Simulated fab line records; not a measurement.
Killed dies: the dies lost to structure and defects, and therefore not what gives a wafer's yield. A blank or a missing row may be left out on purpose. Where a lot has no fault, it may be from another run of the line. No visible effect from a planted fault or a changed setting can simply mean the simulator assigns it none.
Matching of chambers | flow n5_finfet | N5_HKMG_FIN_ETCH_31 on rie_diel-01: 4 sister chambers
The step etches SiARC in CF4, target depth 45.5 nm, time 75.8 s. 20 wafers are shown with their chamber, then 10 later ones without.

## EACH WAFER AND ITS CHAMBER
wafer  | chamber | showerhead_plenum_p_Torr (Torr) | drypump_motor_current_A (A) | throttle_valve_pct (%)
L074.2 | 2       | 2.15                            | 5.6                         | 15.32
L074.3 | 3       | 2.09                            | 5.4                         | 15.77
L074.5 | 0       | 2.07                            | 6.3                         | 15.67
L075.3 | 2       | 2.15                            | 5.6                         | 15.30
L075.4 | 0       | 2.07                            | 6.3                         | 15.66
L075.6 | 3       | 2.08                            | 5.4                         | 15.76
L078.1 | 0       | 2.07                            | 6.2                         | 15.67
L078.2 | 1       | 2.09                            | 5.8                         | 15.39
L078.4 | 0       | 2.07                            | 6.2                         | 15.67
L083.2 | 1       | 2.09                            | 5.8                         | 15.39
L083.3 | 3       | 2.08                            | 5.4                         | 15.78
L083.4 | 0       | 2.07                            | 6.2                         | 15.72
L084.4 | 1       | 2.09                            | 5.8                         | 15.42
L084.5 | 1       | 2.09                            | 5.8                         | 15.42
L084.6 | 0       | 2.07                            | 6.2                         | 15.72
L087.3 | 0       | 2.07                            | 6.2                         | 15.73
L087.4 | 3       | 2.08                            | 5.5                         | 15.81
L087.6 | 3       | 2.08                            | 5.4                         | 15.83
L091.4 | 0       | 2.06                            | 6.2                         | 15.75
L091.5 | 3       | 2.08                            | 5.4                         | 15.83

SIGNATURES (averages over the wafers above)
reading                  | chamber 0 | chamber 1 | chamber 2 | chamber 3 | scatter within a chamber
showerhead_plenum_p_Torr | 2.0687    | 2.0900    | 2.1500    | 2.0817    | 0.00327
drypump_motor_current_A  | 6.225     | 5.800     | 5.600     | 5.417     | 0.0382
throttle_valve_pct       | 15.6988   | 15.4050   | 15.3100   | 15.7967   | 0.0299
Rule: for each reading, subtract the chamber's mean from the wafer's reading, divide by that reading's scatter and square the result; add these up over the readings and take the root, which gives the wafer's distance from the chamber. If the next closest chamber is less than 2 further off than the closest, the wafer can't be placed; otherwise it belongs to the closest. How the scatter is found: for the shown wafers, subtract from each reading the mean of its chamber, square and add these, divide the total by (wafers less chambers), then take the root.

## WAFERS MISSING THEIR CHAMBER
wafer  | showerhead_plenum_p_Torr (Torr) | drypump_motor_current_A (A) | throttle_valve_pct (%)
L091.6 | 2.14                            | 5.6                         | 15.37
L092.1 | 2.14                            | 5.6                         | 15.40
L092.3 | 2.08                            | 5.4                         | 15.82
L092.4 | 2.06                            | 6.2                         | 15.75
L094.1 | 2.06                            | 6.2                         | 15.76
L094.3 | 2.08                            | 5.7                         | 15.47
L094.5 | 2.06                            | 6.2                         | 15.75
L097.2 | 2.07                            | 5.5                         | 15.83
L097.3 | 2.08                            | 5.8                         | 15.47
L097.5 | 2.07                            | 5.4                         | 15.86

## WHICH CHAMBER EACH WENT THROUGH
wafer  | from the rows above | in truth
L091.6 | 2                   | 2
L092.1 | 2                   | 2
L092.3 | 3                   | 3
L092.4 | 0                   | 0
L094.1 | 0                   | 0
L094.3 | 1                   | 1
L094.5 | 0                   | 0
L097.2 | 3                   | 3
L097.3 | 1                   | 1
L097.5 | 3                   | 3
Correctly placed: 10 of 10. From these rows, 0 cannot be placed. Placed wrongly: 0.
